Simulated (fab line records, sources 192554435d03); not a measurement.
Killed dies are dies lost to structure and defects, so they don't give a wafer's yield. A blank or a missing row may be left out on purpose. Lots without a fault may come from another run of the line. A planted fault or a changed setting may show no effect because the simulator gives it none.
Chamber matching | flow n5_finfet | N5_BEOL_M15_ETCH_59 on rie_diel-02: 4 sister chambers
The step etches BARC in N2/H2, target depth 89 nm, overetch 26.7 nm, time 67.9 s. 4 wafers are shown with their chamber, then 11 later ones without.

WAFERS WITH THEIR CHAMBER
wafer  | chamber | drypump_motor_current_A (A)
L085.2 | 3       | 6.0
L088.1 | 0       | 5.8
L088.3 | 1       | 6.0
L094.1 | 2       | 5.5

WAFERS WITHOUT THEIR CHAMBER
wafer  | drypump_motor_current_A (A)
L094.5 | 5.9
L094.6 | 5.8
L095.1 | 6.0
L095.3 | 5.5
L095.4 | 6.0
L096.1 | 5.8
L096.3 | 6.0
L096.4 | 5.9
L097.2 | 5.8
L097.4 | 5.9
L097.5 | 5.5

WHICH CHAMBER EACH WENT THROUGH
wafer  | from the rows above          | in truth
L094.5 | can't be placed: 1 or 3 or 0 | 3
L094.6 | 0                            | 0
L095.1 | can't be placed: 1 or 3      | 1
L095.3 | 2                            | 2
L095.4 | can't be placed: 1 or 3      | 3
L096.1 | 0                            | 0
L096.3 | can't be placed: 1 or 3      | 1
L096.4 | can't be placed: 1 or 3 or 0 | 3
L097.2 | 0                            | 0
L097.4 | can't be placed: 1 or 3 or 0 | 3
L097.5 | 2                            | 2
Placed correctly: 5 of 11. Can't be placed from these rows: 6 (the true chamber is among the candidates in 6). Placed wrongly: 0.
How it was worked out, from the rows above alone: a wafer's distance from a chamber is the root of the sum, over the readings, of the square of ((its reading less the chamber's mean) divided by the reading's scatter). The wafer belongs to the nearest chamber; if the next one is less than 2 further off, it can't be placed. A chamber's mean is the mean of its shown wafers. The scatter: with one shown wafer a chamber, the root of the mean of the squares of how far each hidden wafer lies from its nearest shown one.
